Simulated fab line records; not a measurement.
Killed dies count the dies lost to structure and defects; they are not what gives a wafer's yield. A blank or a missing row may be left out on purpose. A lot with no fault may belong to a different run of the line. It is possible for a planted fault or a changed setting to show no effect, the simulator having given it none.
A lot that was struck, set against a sound lot :: flow n5 finfet :: 17 out of 1938 route steps
Sound: wafers L718.2, L718.4, L718.6. Struck: wafer L729.6. (L729.4, L729.5 of the same lot were not struck and are left out.) The cause comes at the end.
For every step that has rows: the tool of each side, followed by ch and its chambers, followed by its first start. Under that, the readings that differ: sound wafers :: struck wafers :: difference of the means :: sigmas: that difference in standard deviations of wafers without a fault.
alike: readings whose means differ by less than 2 such deviations, and words and numbers that are the same on both sides. not compared: withheld readings, readings that some wafer has no value for, bounds like >300 that may hide the same value, and numbers for which the record gives no deviation and whose values overlap.
A row with sigmas, a row that says differs or no value, or rows on one side alone: a step with any of these is where the two part. Numbers that don't overlap but have no deviation are shown without sigmas and don't part them. Lack of a reading on every wafer of one side parts them only where that side has two or more wafers.

first, 1 step without rows for these wafers: N5_FIN_CUT_DEVELOP_07 (develop time 30 s).
N5_FIN_CUT_CD_MEAS_08 targets a cd of 29.1 nm.
  sound on cd sem-02 ch 0, day 2 16:59; struck on cd sem-01 ch 0, day 5 09:17
  alike: cd nm
N5_FIN_CUT_OVL_MEAS_09:
  sound on overlay-01 ch 0, day 2 17:01; struck on overlay-02 ch 0, day 5 09:20
  alike: FIN_CUT_OVL
N5_FIN_CUT_INSPECT_10: inspects for defects (brightfield).
  sound on defect inspect-02, day 2 17:04; struck on defect inspect-01, day 5 09:22
  alike: raw defect count
then, 1 step without rows for these wafers: N5_FIN_CUT_DESCUM_13 (chemistry O2, time 7 s).
N5_FIN_CUT_ETCH_30: etches underlayer in N2/H2, target depth 13 nm, time 10.4 s.
  sound on rie diel-02 ch 0,1, day 2 17:08; struck on rie diel-02 ch 1, day 5 09:26
  alike: drypump motor current A, etch rf on time s, oes product au, rf vpp V, showerhead plenum p Torr, throttle valve pct
  not compared: rf hours counter h
N5_FIN_CUT_ETCH_20: etches SiARC in CF4, target depth 26 nm, time 43.3 s.
  sound on rie diel-02 ch 0,1, day 2 17:10; struck on rie diel-02 ch 1, day 5 09:28
  alike: drypump motor current A, etch rf on time s, oes product au, rf vpp V, showerhead plenum p Torr, throttle valve pct
  not compared: rf hours counter h
N5_FIN_CUT_ETCH_21: etches SOC in N2/H2, target depth 219 nm, overetch 43.8 nm, time 523.5 s.
  sound on rie diel-02 ch 0,1, day 2 17:12; struck on rie diel-02 ch 1, day 5 09:38
  alike: drypump motor current A, oes product au, rf vpp V, showerhead plenum p Torr, throttle valve pct
  not compared: rf hours counter h
then, 3 steps without rows for these wafers: N5_FIN_CUT_STRIP_23 (strips in N2/H2); N5_FIN_CUT_STRIP_31 (strips in N2/H2); N5_FIN_CUT_STRIP_24 (strips in CF4).
N5_FIN_CUT_CUT_ETCH_26: etches SiNx in CH3F/O2, target depth 39 nm, time 55.7 s.
  sound on rie diel-02 ch 0,1, day 2 17:32; struck on rie diel-02 ch 1, day 5 09:52
  alike: drypump motor current A, oes product au, rf vpp V, showerhead plenum p Torr, throttle valve pct
  not compared: rf hours counter h
N5_FIN_CUT_CUT_ETCH_27: etches SiO2 in CHF3/O2, target depth 4 nm, overetch 2 nm, time 4.9 s.
  sound on rie diel-02 ch 0,1, day 2 17:35; struck on rie diel-02 ch 1, day 5 09:55
reading: model.SOC_of_FIN_CUT_COAT_18.thk nm (nm)
sound: 208.2 207.8 208.2
struck: 207
difference: -1
sigmas: 
  alike: CHF3_flow_sccm, drypump motor current A, oes product au, rf vpp V, showerhead plenum p Torr, throttle valve pct
  not compared: rf hours counter h
then, 2 steps without rows for these wafers: N5_FIN_CUT_PRECLEAN_35 (cleans in vHF, time 13.3 s); N5_FIN_CUT_CUT_ETCH_15 (etches Si in HBr/Cl2/O2, target depth 100 nm, bt time 10 s, time 42.4 s).
N5_FIN_CUT_CUT_ETCH_28: etches Si in HBr/Cl2/O2, target depth 6 nm, time 2.4 s.
  sound on rie si-05 ch 1,2,3, day 2 17:49; struck on rie si-05 ch 1, day 5 10:05
reading: model.SOC_of_FIN_CUT_COAT_18.thk nm (nm)
sound: 169.2 168.8 169.4
struck: 168.2
difference: -0.9
sigmas: 
  alike: drypump motor current A, oes product au, throttle valve pct
  not compared: rf hours counter h
N5_FIN_CUT_STRIP_22: strips in N2/H2.
  sound on rie diel-01 ch 0,1,2, day 2 17:52; struck on rie diel-06 ch 2, day 5 10:09
  alike: drypump motor current A, oes product au, rf vpp V, showerhead plenum p Torr, throttle valve pct
  not compared: rf hours counter h

## WHERE THEY PART
Nowhere in this record.

WHY: what had been put in by the simulator
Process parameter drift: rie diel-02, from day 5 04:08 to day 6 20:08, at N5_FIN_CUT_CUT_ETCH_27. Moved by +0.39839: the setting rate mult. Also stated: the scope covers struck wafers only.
